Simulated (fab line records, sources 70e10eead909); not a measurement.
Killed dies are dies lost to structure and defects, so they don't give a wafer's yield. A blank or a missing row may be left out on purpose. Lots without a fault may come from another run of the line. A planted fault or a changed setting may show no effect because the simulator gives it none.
Chamber matching | flow nand_harc | NHARC_A_STAIRCASE_ALD_420 on ald_hk-02: 4 sister chambers
The step deposits SiO2, target thk 20 nm, pulse time 6 s, ald cycles 200. 4 wafers are shown with their chamber, then 7 later ones without.

WAFERS WITH THEIR CHAMBER
wafer  | chamber | heater_power_w (W)
L093.2 | 3       | 503
L093.5 | 1       | 416
L092.1 | 0       | 456
L092.5 | 2       | 416

WAFERS WITHOUT THEIR CHAMBER
wafer  | heater_power_w (W)
L092.6 | 409
L097.1 | 409
L097.3 | 451
L097.6 | 402
L096.3 | 515
L096.5 | 497
L096.6 | 421

WHICH CHAMBER EACH WENT THROUGH
wafer  | from the rows above     | in truth
L092.6 | can't be placed: 1 or 2 | 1
L097.1 | can't be placed: 1 or 2 | 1
L097.3 | 0                       | 0
L097.6 | can't be placed: 1 or 2 | 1
L096.3 | 3                       | 3
L096.5 | 3                       | 3
L096.6 | can't be placed: 1 or 2 | 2
Placed correctly: 3 of 7. Can't be placed from these rows: 4 (the true chamber is among the candidates in 4). Placed wrongly: 0.
How it was worked out, from the rows above alone: a wafer's distance from a chamber is the root of the sum, over the readings, of the square of ((its reading less the chamber's mean) divided by the reading's scatter). The wafer belongs to the nearest chamber; if the next one is less than 2 further off, it can't be placed. A chamber's mean is the mean of its shown wafers. The scatter: with one shown wafer a chamber, the root of the mean of the squares of how far each hidden wafer lies from its nearest shown one.
